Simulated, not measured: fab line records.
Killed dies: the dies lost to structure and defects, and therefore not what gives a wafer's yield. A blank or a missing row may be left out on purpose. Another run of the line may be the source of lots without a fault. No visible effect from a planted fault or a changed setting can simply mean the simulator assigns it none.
Which tool is to blame? + flow n5_finfet + 72 wafers from 24 lots sampled at 6 of the route's 1938 steps

WHAT THE GAUGES SHOWED, per wafer
N5_BEOL_M12_CD_MEAS_28 targets a cd of 160.2 nm. Usual: cd_nm 160.9 nm, standard deviation 1.4.
| lot  | measured     | on        | cd_nm (nm)        | flag |
|------|--------------|-----------|-------------------|------|
| L075 | day 10 17:03 | cd_sem-03 | 160.2 158.9 158.9 |      |
| L074 | day 10 18:57 | cd_sem-02 | 162.1 163.2 161.2 |      |
| L076 | day 10 22:41 | cd_sem-01 | 162.7 160.4 160.4 |      |
| L077 | day 11 12:47 | cd_sem-03 | 162.6 161.1 162.2 |      |
| L078 | day 11 16:36 | cd_sem-01 | 158.8 160.6 159.9 |      |
| L079 | day 11 23:35 | cd_sem-02 | 160.1 158.3 159.2 |      |
| L080 | day 12 01:53 | cd_sem-02 | 163.7 163.9 162.6 |      |
| L082 | day 13 00:33 | cd_sem-03 | 160.5 160.6 159.9 |      |
| L081 | day 13 02:12 | cd_sem-02 | 162.1 160.9 161.7 |      |
| L083 | day 13 08:31 | cd_sem-02 | 161.4 160.7 160.0 |      |
| L087 | day 13 17:07 | cd_sem-03 | 161.9 160.7 161.9 |      |
| L084 | day 13 17:38 | cd_sem-03 | 160.9 161.4 159.9 |      |
| L085 | day 13 17:49 | cd_sem-03 | 161.1 160.6 160.9 |      |
| L086 | day 13 20:42 | cd_sem-02 | 161.0 161.1 160.4 |      |
| L088 | day 14 15:25 | cd_sem-03 | 161.5 159.9 159.9 |      |
| L089 | day 14 18:44 | cd_sem-02 | 159.9 161.1 162.8 |      |
| L091 | day 15 07:43 | cd_sem-03 | 161.9 159.5 160.8 |      |
| L090 | day 15 09:41 | cd_sem-03 | 159.6 159.1 160.1 |      |
| L093 | day 15 12:47 | cd_sem-01 | 159.9 158.6 159.4 |      |
| L092 | day 15 14:23 | cd_sem-02 | 161.6 161.6 161.6 |      |
| L097 | day 16 06:37 | cd_sem-01 | 163.0 160.7 160.0 |      |
| L095 | day 16 09:52 | cd_sem-01 | 160.9 159.4 160.0 |      |
| L094 | day 16 10:28 | cd_sem-01 | 161.2 161.2 163.2 |      |
| L096 | day 16 15:11 | cd_sem-01 | 159.9 162.3 158.9 |      |

N5_BEOL_M12_INSPECT_30: inspects for defects (macro). Usual: raw_defect_count 2.1, standard deviation 1.5.
| lot  | measured     | on                | raw_defect_count | flag |
|------|--------------|-------------------|------------------|------|
| L075 | day 10 17:06 | defect_inspect-02 | 1 0 0            |      |
| L074 | day 10 19:00 | defect_inspect-02 | 2 0 1            |      |
| L076 | day 10 22:44 | defect_inspect-01 | 1 1 2            |      |
| L077 | day 11 12:51 | defect_inspect-02 | 5 0 2            |      |
| L078 | day 11 16:40 | defect_inspect-02 | 4 0 2            |      |
| L079 | day 11 23:39 | defect_inspect-01 | 0 2 4            |      |
| L080 | day 12 01:58 | defect_inspect-01 | 4 5 1            |      |
| L082 | day 13 00:37 | defect_inspect-01 | 1 1 2            |      |
| L081 | day 13 02:16 | defect_inspect-01 | 2 1 2            |      |
| L083 | day 13 08:34 | defect_inspect-02 | 3 3 2            |      |
| L087 | day 13 17:10 | defect_inspect-01 | 2 1 2            |      |
| L084 | day 13 17:42 | defect_inspect-02 | 2 4 3            |      |
| L085 | day 13 17:52 | defect_inspect-02 | 2 5 3            |      |
| L086 | day 13 20:45 | defect_inspect-01 | 5 2 3            |      |
| L088 | day 14 15:28 | defect_inspect-02 | 2 3 2            |      |
| L089 | day 14 18:48 | defect_inspect-01 | 1 1 1            |      |
| L091 | day 15 07:46 | defect_inspect-02 | 1 2 0            |      |
| L090 | day 15 09:44 | defect_inspect-02 | 1 2 3            |      |
| L093 | day 15 12:50 | defect_inspect-02 | 3 1 4            |      |
| L092 | day 15 14:26 | defect_inspect-01 | 4 0 4            |      |
| L097 | day 16 06:40 | defect_inspect-02 | 6 1 2            |      |
| L095 | day 16 09:55 | defect_inspect-01 | 2 1 3            |      |
| L094 | day 16 10:31 | defect_inspect-01 | 4 4 3            |      |
| L096 | day 16 15:15 | defect_inspect-01 | 2 3 1            |      |

N5_BEOL_M12_INSPECT_55: inspects for defects (darkfield). Usual: raw_defect_count 67, standard deviation 25.
| lot  | measured     | on                | raw_defect_count | flag |
|------|--------------|-------------------|------------------|------|
| L075 | day 10 22:07 | defect_inspect-01 | 89 96 96         |      |
| L074 | day 11 00:09 | defect_inspect-02 | 40 28 48         |      |
| L076 | day 11 01:21 | defect_inspect-02 | 92 63 59         |      |
| L077 | day 11 16:55 | defect_inspect-02 | 37 63 49         |      |
| L078 | day 11 21:11 | defect_inspect-01 | 84 66 55         |      |
| L079 | day 12 05:09 | defect_inspect-02 | 117 100 88       |      |
| L080 | day 12 05:04 | defect_inspect-01 | 47 28 62         |      |
| L082 | day 13 04:46 | defect_inspect-01 | 118 126 81       |      |
| L081 | day 13 05:58 | defect_inspect-01 | 57 174 75        |      |
| L083 | day 13 12:39 | defect_inspect-02 | 96 80 121        |      |
| L087 | day 13 21:40 | defect_inspect-02 | 35 47 30         |      |
| L084 | day 13 22:25 | defect_inspect-01 | 53 67 52         |      |
| L085 | day 13 22:38 | defect_inspect-02 | 41 39 30         |      |
| L086 | day 14 00:49 | defect_inspect-02 | 55 54 51         |      |
| L088 | day 14 19:28 | defect_inspect-02 | 74 73 59         |      |
| L089 | day 14 23:41 | defect_inspect-01 | 69 47 65         |      |
| L091 | day 15 11:30 | defect_inspect-01 | 73 64 83         |      |
| L090 | day 15 12:26 | defect_inspect-01 | 34 51 47         |      |
| L093 | day 15 22:48 | defect_inspect-02 | 43 71 70         |      |
| L092 | day 15 17:41 | defect_inspect-01 | 27 51 63         |      |
| L097 | day 16 10:48 | defect_inspect-01 | 67 76 112        |      |
| L095 | day 16 13:57 | defect_inspect-02 | 30 51 65         |      |
| L094 | day 16 15:50 | defect_inspect-02 | 65 64 61         |      |
| L096 | day 17 03:01 | defect_inspect-02 | 92 78 45         |      |

WHAT TOOL EACH LOT RAN ON (gives the tool, then ch and the chambers of the sampled wafers, and finally the start)
| lot  | N5_BEOL_M11_CMP_52            | N5_BEOL_M12_STRIP_64                 | N5_BEOL_M12_SPUTTER_45       |
|------|-------------------------------|--------------------------------------|------------------------------|
| L075 | cmp-02 ch 1,2,3, day 10 15:06 | plasma_asher-01 ch 0,1, day 10 16:28 | pvd_sputter-01, day 10 21:06 |
| L074 | cmp-03 ch 0,2, day 10 17:07   | plasma_asher-02 ch 1, day 10 18:28   | pvd_sputter-03, day 10 23:06 |
| L076 | cmp-03 ch 0,1,2, day 10 20:18 | plasma_asher-02 ch 0,1, day 10 21:41 | pvd_sputter-01, day 11 00:17 |
| L077 | cmp-04 ch 1,2,3, day 11 10:35 | plasma_asher-01 ch 0,1, day 11 12:11 | pvd_sputter-01, day 11 15:02 |
| L078 | cmp-03 ch 1,2,3, day 11 14:37 | plasma_asher-02 ch 0,1, day 11 16:01 | pvd_sputter-02, day 11 20:07 |
| L079 | cmp-03 ch 0,1,2, day 11 21:25 | plasma_asher-01 ch 0,1, day 11 23:07 | pvd_sputter-02, day 12 03:28 |
| L080 | cmp-03 ch 0,1,2, day 11 23:49 | plasma_asher-02 ch 0,1, day 12 01:17 | pvd_sputter-01, day 12 03:28 |
| L082 | cmp-03 ch 0,2, day 12 22:34   | plasma_asher-01 ch 0,1, day 13 00:05 | pvd_sputter-03, day 13 03:46 |
| L081 | cmp-03 ch 0,1,2, day 13 00:19 | plasma_asher-01 ch 0,1, day 13 01:44 | pvd_sputter-03, day 13 04:56 |
| L083 | cmp-04 ch 2,3, day 13 06:18   | plasma_asher-02 ch 0,1, day 13 07:56 | pvd_sputter-03, day 13 11:38 |
| L087 | cmp-02 ch 0,2, day 13 15:11   | plasma_asher-02 ch 0,1, day 13 16:32 | pvd_sputter-03, day 13 20:26 |
| L084 | cmp-03 ch 2,3, day 13 15:20   | plasma_asher-02 ch 0,1, day 13 17:03 | pvd_sputter-02, day 13 21:04 |
| L085 | cmp-04 ch 2,3, day 13 15:38   | plasma_asher-02 ch 0,1, day 13 17:10 | pvd_sputter-03, day 13 21:19 |
| L086 | cmp-02 ch 1,2,3, day 13 18:26 | plasma_asher-02 ch 0,1, day 13 20:06 | pvd_sputter-02, day 13 23:31 |
| L088 | cmp-04 ch 0,1,3, day 14 13:21 | plasma_asher-02 ch 0,1, day 14 14:56 | pvd_sputter-03, day 14 18:27 |
| L089 | cmp-03 ch 0,1,3, day 14 16:43 | plasma_asher-02 ch 0,1, day 14 18:08 | pvd_sputter-02, day 14 22:24 |
| L091 | cmp-03 ch 0,1,3, day 15 05:38 | plasma_asher-02 ch 0,1, day 15 07:07 | pvd_sputter-01, day 15 10:29 |
| L090 | cmp-04 ch 0,1,2, day 15 07:56 | plasma_asher-02 ch 0,1, day 15 09:14 | pvd_sputter-01, day 15 11:24 |
| L093 | cmp-04 ch 1,2,3, day 15 10:50 | plasma_asher-02 ch 0,1, day 15 12:13 | pvd_sputter-01, day 15 21:07 |
| L092 | cmp-04 ch 1,2, day 15 12:19   | plasma_asher-02 ch 0,1, day 15 13:56 | pvd_sputter-02, day 15 16:13 |
| L097 | cmp-03 ch 1,2, day 16 04:32   | plasma_asher-02 ch 0,1, day 16 06:01 | pvd_sputter-01, day 16 09:48 |
| L095 | cmp-02 ch 1,2, day 16 08:02   | plasma_asher-01 ch 0,1, day 16 09:23 | pvd_sputter-02, day 16 12:51 |
| L094 | cmp-04 ch 2,3, day 16 08:34   | plasma_asher-01 ch 0,1, day 16 09:59 | pvd_sputter-02, day 16 14:43 |
| L096 | cmp-02 ch 0,2,3, day 16 13:10 | plasma_asher-01 ch 0,1, day 16 14:42 | pvd_sputter-01, day 17 01:59 |
- N5_BEOL_M11_CMP_52: polishes, stops on SiCOH lowk, t overpolish 7 s, target thk 140 nm.
- N5_BEOL_M12_STRIP_64: strips in N2/H2.
- N5_BEOL_M12_SPUTTER_45: material Cu, target thk 80 nm, time 13.33 s.

WHAT THE TOOLS THEMSELVES READ (means of the sampled wafers that have a number; where no wafer has one, the mark that the record gives instead)
N5_BEOL_M11_CMP_52. Usual: barrier_field_endpoint_s 29.0 s, standard deviation 0.73; motor_current_A 6.3 A, standard deviation 0.68; overpolish_run_s 6.999 s, standard deviation 0.0089; time_to_endpoint_s 67 s, standard deviation 3.1.
| lot  | tool   | barrier_field_endpoint_s (s) | motor_current_A (A) | overpolish_run_s (s) | time_to_endpoint_s (s) | flag |
|------|--------|------------------------------|---------------------|----------------------|------------------------|------|
| L075 | cmp-02 | 29.6                         | 5.2                 | 7.007                | 69                     |      |
| L074 | cmp-03 | 28.7                         | 6.4                 | 6.996                | 66                     |      |
| L076 | cmp-03 | 28.4                         | 6.7                 | 7.000                | 63                     |      |
| L077 | cmp-04 | 28.6                         | 6.6                 | 7.001                | 65                     |      |
| L078 | cmp-03 | 29.4                         | 6.6                 | 7.007                | 67                     |      |
| L079 | cmp-03 | 28.3                         | 6.3                 | 6.992                | 67                     |      |
| L080 | cmp-03 | 29.6                         | 6.5                 | 7.008                | 67                     |      |
| L082 | cmp-03 | 29.7                         | 6.6                 | 6.998                | 68                     |      |
| L081 | cmp-03 | 29.4                         | 6.4                 | 6.997                | 68                     |      |
| L083 | cmp-04 | 27.9                         | 7.1                 | 6.998                | 60                     |      |
| L087 | cmp-02 | 29.4                         | 5.9                 | 6.997                | 70                     |      |
| L084 | cmp-03 | 28.9                         | 6.3                 | 6.990                | 70                     |      |
| L085 | cmp-04 | 28.7                         | 6.8                 | 7.001                | 66                     |      |
| L086 | cmp-02 | 28.6                         | 5.2                 | 7.006                | 68                     |      |
| L088 | cmp-04 | 29.3                         | 6.7                 | 7.009                | 66                     |      |
| L089 | cmp-03 | 29.4                         | 6.2                 | 7.002                | 66                     |      |
| L091 | cmp-03 | 28.7                         | 6.2                 | 6.995                | 66                     |      |
| L090 | cmp-04 | 29.0                         | 6.6                 | 7.004                | 66                     |      |
| L093 | cmp-04 | 28.8                         | 6.9                 | 7.001                | 65                     |      |
| L092 | cmp-04 | 29.1                         | 6.3                 | 7.001                | 65                     |      |
| L097 | cmp-03 | 29.4                         | 6.6                 | 6.999                | 67                     |      |
| L095 | cmp-02 | 29.5                         | 5.4                 | 7.005                | 67                     |      |
| L094 | cmp-04 | 28.1                         | 6.7                 | 6.992                | 62                     |      |
| L096 | cmp-02 | 29.8                         | 5.5                 | 6.998                | 65                     |      |

N5_BEOL_M12_STRIP_64. Usual: drypump_motor_current_A 5.7 A, standard deviation 0.71; heater_power_w 304 W, standard deviation 23; oes_product_au 0.715 a.u., standard deviation 0.0043; strip_time_to_endpoint_s 31.30 s, standard deviation 0.064.
| lot  | tool            | drypump_motor_current_A (A) | heater_power_w (W) | oes_product_au (a.u.) | strip_time_to_endpoint_s (s) | flag |
|------|-----------------|-----------------------------|--------------------|-----------------------|------------------------------|------|
| L075 | plasma_asher-01 | 5.6                         | 322                | 0.714                 | 31.31                        |      |
| L074 | plasma_asher-02 | 6.4                         | 305                | 0.716                 | 31.31                        |      |
| L076 | plasma_asher-02 | 5.4                         | 289                | 0.713                 | 31.19                        |      |
| L077 | plasma_asher-01 | 5.9                         | 332                | 0.713                 | 31.33                        |      |
| L078 | plasma_asher-02 | 5.9                         | 297                | 0.709                 | 31.35                        |      |
| L079 | plasma_asher-01 | 5.6                         | 320                | 0.716                 | 31.25                        |      |
| L080 | plasma_asher-02 | 5.4                         | 286                | 0.715                 | 31.35                        |      |
| L082 | plasma_asher-01 | 5.6                         | 316                | 0.720                 | 31.31                        |      |
| L081 | plasma_asher-01 | 5.9                         | 330                | 0.713                 | 31.30                        |      |
| L083 | plasma_asher-02 | 5.4                         | 290                | 0.716                 | 31.36                        |      |
| L087 | plasma_asher-02 | 5.9                         | 298                | 0.712                 | 31.30                        |      |
| L084 | plasma_asher-02 | 5.4                         | 293                | 0.716                 | 31.29                        |      |
| L085 | plasma_asher-02 | 5.4                         | 291                | 0.714                 | 31.29                        |      |
| L086 | plasma_asher-02 | 5.9                         | 301                | 0.716                 | 31.35                        |      |
| L088 | plasma_asher-02 | 5.4                         | 288                | 0.715                 | 31.29                        |      |
| L089 | plasma_asher-02 | 5.4                         | 286                | 0.717                 | 31.21                        |      |
| L091 | plasma_asher-02 | 5.4                         | 290                | 0.715                 | 31.21                        |      |
| L090 | plasma_asher-02 | 5.4                         | 288                | 0.714                 | 31.37                        |      |
| L093 | plasma_asher-02 | 5.9                         | 298                | 0.715                 | 31.28                        |      |
| L092 | plasma_asher-02 | 5.4                         | 288                | 0.714                 | 31.18                        |      |
| L097 | plasma_asher-02 | 5.9                         | 295                | 0.712                 | 31.29                        |      |
| L095 | plasma_asher-01 | 5.6                         | 320                | 0.721                 | 31.30                        |      |
| L094 | plasma_asher-01 | 5.9                         | 338                | 0.716                 | 31.31                        |      |
| L096 | plasma_asher-01 | 5.9                         | 333                | 0.717                 | 31.32                        |      |

N5_BEOL_M12_SPUTTER_45. Usual: susceptor_temp_C -19.98 C, standard deviation 0.11; throttle_valve_pct 29.9 %, standard deviation 1.1.
| lot  | tool           | susceptor_temp_C (C) | throttle_valve_pct (%) | flag |
|------|----------------|----------------------|------------------------|------|
| L075 | pvd_sputter-01 | -19.92               | 30.4                   |      |
| L074 | pvd_sputter-03 | -19.92               | 29.4                   |      |
| L076 | pvd_sputter-01 | -19.98               | 29.4                   |      |
| L077 | pvd_sputter-01 | -19.90               | 29.9                   |      |
| L078 | pvd_sputter-02 | -20.03               | 31.6                   |      |
| L079 | pvd_sputter-02 | -20.10               | 30.6                   |      |
| L080 | pvd_sputter-01 | -19.99               | 29.3                   |      |
| L082 | pvd_sputter-03 | -20.06               | 30.2                   |      |
| L081 | pvd_sputter-03 | -19.95               | 29.8                   |      |
| L083 | pvd_sputter-03 | -19.97               | 29.9                   |      |
| L087 | pvd_sputter-03 | -20.01               | 29.5                   |      |
| L084 | pvd_sputter-02 | -20.07               | 30.6                   |      |
| L085 | pvd_sputter-03 | -20.03               | 29.6                   |      |
| L086 | pvd_sputter-02 | -19.91               | 30.5                   |      |
| L088 | pvd_sputter-03 | -19.98               | 30.2                   |      |
| L089 | pvd_sputter-02 | -20.04               | 30.6                   |      |
| L091 | pvd_sputter-01 | -19.95               | 29.9                   |      |
| L090 | pvd_sputter-01 | -19.93               | 29.9                   |      |
| L093 | pvd_sputter-01 | -19.96               | 29.8                   |      |
| L092 | pvd_sputter-02 | -20.01               | 29.4                   |      |
| L097 | pvd_sputter-01 | -19.96               | 29.4                   |      |
| L095 | pvd_sputter-02 | -19.96               | 29.4                   |      |
| L094 | pvd_sputter-02 | -19.87               | 30.8                   |      |
| L096 | pvd_sputter-01 | -19.94               | 29.4                   |      |

THE ANSWER, worked out from the rows above alone
Rule: lot off if the mean of its wafers having a number is beyond 3 standard deviations from the usual mean. A lot without any number at a reading at which 4 lots or more have one is off too. Any other lot the step has rows for is counted as sound. First the gauges in route order, then the tools' own readings, where a lot's mean is used as printed above. At the first step where some lot is off, the reading lying furthest off is the one used; lots without a number count as furthest.
Across all readings shown, no lot is off: no conclusion can be drawn from this.

WHAT THE SIMULATOR HAD PUT IN
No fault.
